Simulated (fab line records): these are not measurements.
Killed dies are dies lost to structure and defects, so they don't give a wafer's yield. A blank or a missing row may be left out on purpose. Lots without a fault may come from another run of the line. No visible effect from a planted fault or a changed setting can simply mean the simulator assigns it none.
Chamber matching | flow nandHarc | 3 sister chambers for NHARC_THIN_TSV_DEP_47 on pecvd-01
The step deposits SiO2, target thk 200 nm. 6 wafers are shown with their chamber, then 7 later ones without.

## WAFERS WITH THEIR CHAMBER
wafer  | chamber | flowSccm (sccm) | throttleValvePct (%)
L187.2 | 1       | 2646            | 15.4
L191.6 | 1       | 2644            | 15.6
L193.4 | 0       | 2653            | 16.0
L193.5 | 2       | 2648            | 15.7
L196.2 | 0       | 2648            | 15.8
L196.3 | 2       | 2668            | 15.9

## WAFERS WHOSE CHAMBER IS MISSING
wafer  | flowSccm (sccm) | throttleValvePct (%)
L196.5 | 2653            | 15.7
L198.1 | 2646            | 15.8
L199.2 | 2648            | 15.6
L199.6 | 2645            | 15.7
L207.1 | 2648            | 16.0
L207.4 | 2646            | 15.7
L207.5 | 2650            | 16.1

## WHICH CHAMBER EACH WENT THROUGH
wafer  | from the rows above          | in truth
L196.5 | can't be placed: 2 or 0 or 1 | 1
L198.1 | can't be placed: 0 or 2 or 1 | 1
L199.2 | can't be placed: 1 or 2 or 0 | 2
L199.6 | can't be placed: 1 or 0 or 2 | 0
L207.1 | can't be placed: 0 or 2      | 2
L207.4 | can't be placed: 1 or 0 or 2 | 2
L207.5 | can't be placed: 0 or 2      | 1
Correct placement for 0 of the 7. Cannot be placed on the basis of these rows: 7; the candidates contain the true chamber in 6. 0 placed wrongly.
How it was worked out, from the rows above alone: a wafer's distance from a chamber is the root of the sum, over the readings, of the square of ((its reading less the chamber's mean) divided by the reading's scatter). The wafer belongs to the nearest chamber; if the next one is less than 2 further off, it can't be placed. For every chamber, the mean is computed from those of its wafers that are shown. The scatter is the square root of a quotient: the sum, over the shown wafers, of each reading's squared deviation from its chamber's mean, divided by wafers minus chambers.
